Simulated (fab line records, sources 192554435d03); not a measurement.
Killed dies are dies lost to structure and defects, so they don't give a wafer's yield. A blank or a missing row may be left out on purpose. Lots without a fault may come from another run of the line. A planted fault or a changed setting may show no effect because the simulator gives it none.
Chamber matching | flow n5_finfet | N5_MOL_CONTACT_COAG_ETCHBACK_135 on rie_diel-06: 4 sister chambers
The step etches SiO2 in CHF3, target depth 25 nm, time 16.7 s. 30 wafers are shown with their chamber, then 12 later ones without.

WAFERS WITH THEIR CHAMBER
wafer  | chamber | drypump_motor_current_A (A) | showerhead_plenum_p_Torr (Torr) | throttle_valve_pct (%)
L076.1 | 2       | 6.0                         | 2.29                            | 18.54
L076.2 | 3       | 4.9                         | 2.41                            | 18.74
L076.3 | 0       | 6.8                         | 2.30                            | 18.33
L076.4 | 1       | 5.7                         | 2.49                            | 19.02
L076.5 | 2       | 6.0                         | 2.29                            | 18.55
L076.6 | 1       | 5.7                         | 2.49                            | 19.02
L079.1 | 1       | 5.7                         | 2.48                            | 19.03
L079.2 | 3       | 4.9                         | 2.41                            | 18.75
L079.3 | 0       | 6.9                         | 2.29                            | 18.35
L079.4 | 2       | 5.9                         | 2.29                            | 18.54
L079.5 | 2       | 6.0                         | 2.29                            | 18.55
L079.6 | 1       | 5.7                         | 2.48                            | 19.03
L083.1 | 2       | 5.9                         | 2.29                            | 18.55
L083.2 | 3       | 4.9                         | 2.41                            | 18.76
L083.4 | 0       | 6.8                         | 2.29                            | 18.35
L084.3 | 2       | 5.9                         | 2.29                            | 18.56
L084.5 | 2       | 5.9                         | 2.29                            | 18.57
L084.6 | 3       | 4.9                         | 2.40                            | 18.78
L086.1 | 2       | 5.9                         | 2.29                            | 18.57
L086.2 | 0       | 6.8                         | 2.29                            | 18.38
L086.4 | 1       | 5.7                         | 2.48                            | 19.06
L087.1 | 3       | 4.9                         | 2.40                            | 18.79
L087.2 | 2       | 6.0                         | 2.29                            | 18.59
L087.3 | 1       | 5.7                         | 2.48                            | 19.06
L087.4 | 0       | 6.8                         | 2.29                            | 18.37
L087.5 | 3       | 4.9                         | 2.40                            | 18.78
L087.6 | 2       | 6.0                         | 2.29                            | 18.58
L088.2 | 0       | 6.8                         | 2.29                            | 18.38
L088.3 | 3       | 4.9                         | 2.40                            | 18.80
L088.5 | 3       | 4.9                         | 2.40                            | 18.81

SIGNATURES (means of the wafers above)
reading                  | chamber 0 | chamber 1 | chamber 2 | chamber 3 | scatter within a chamber
drypump_motor_current_A  | 6.817     | 5.700     | 5.950     | 4.900     | 0.0358
showerhead_plenum_p_Torr | 2.2917    | 2.4833    | 2.2900    | 2.4038    | 0.00394
throttle_valve_pct       | 18.3600   | 19.0367   | 18.5600   | 18.7763   | 0.0201
Rule: a wafer's distance from a chamber is the root of the sum, over the readings, of the square of ((its reading less the chamber's mean) divided by the reading's scatter). The wafer belongs to the nearest chamber; if the next one is less than 2 further off, it can't be placed. The scatter: the root of (the sum of the squares of (reading less its chamber's mean) over the shown wafers, divided by (wafers less chambers)).

WAFERS WITHOUT THEIR CHAMBER
wafer  | drypump_motor_current_A (A) | showerhead_plenum_p_Torr (Torr) | throttle_valve_pct (%)
L091.4 | 5.7                         | 2.47                            | 19.08
L091.5 | 4.9                         | 2.40                            | 18.81
L091.6 | 6.0                         | 2.28                            | 18.58
L092.1 | 6.0                         | 2.28                            | 18.60
L092.2 | 5.7                         | 2.47                            | 19.09
L092.3 | 6.8                         | 2.29                            | 18.39
L092.4 | 4.9                         | 2.40                            | 18.81
L092.5 | 4.9                         | 2.40                            | 18.81
L092.6 | 6.8                         | 2.29                            | 18.38
L096.2 | 6.0                         | 2.28                            | 18.60
L096.3 | 5.7                         | 2.47                            | 19.11
L096.6 | 6.0                         | 2.28                            | 18.59

WHICH CHAMBER EACH WENT THROUGH
wafer  | from the rows above | in truth
L091.4 | 1                   | 1
L091.5 | 3                   | 3
L091.6 | 2                   | 2
L092.1 | 2                   | 2
L092.2 | 1                   | 1
L092.3 | 0                   | 0
L092.4 | 3                   | 3
L092.5 | 3                   | 3
L092.6 | 0                   | 0
L096.2 | 2                   | 2
L096.3 | 1                   | 1
L096.6 | 2                   | 2
Placed correctly: 12 of 12. Can't be placed from these rows: 0. Placed wrongly: 0.
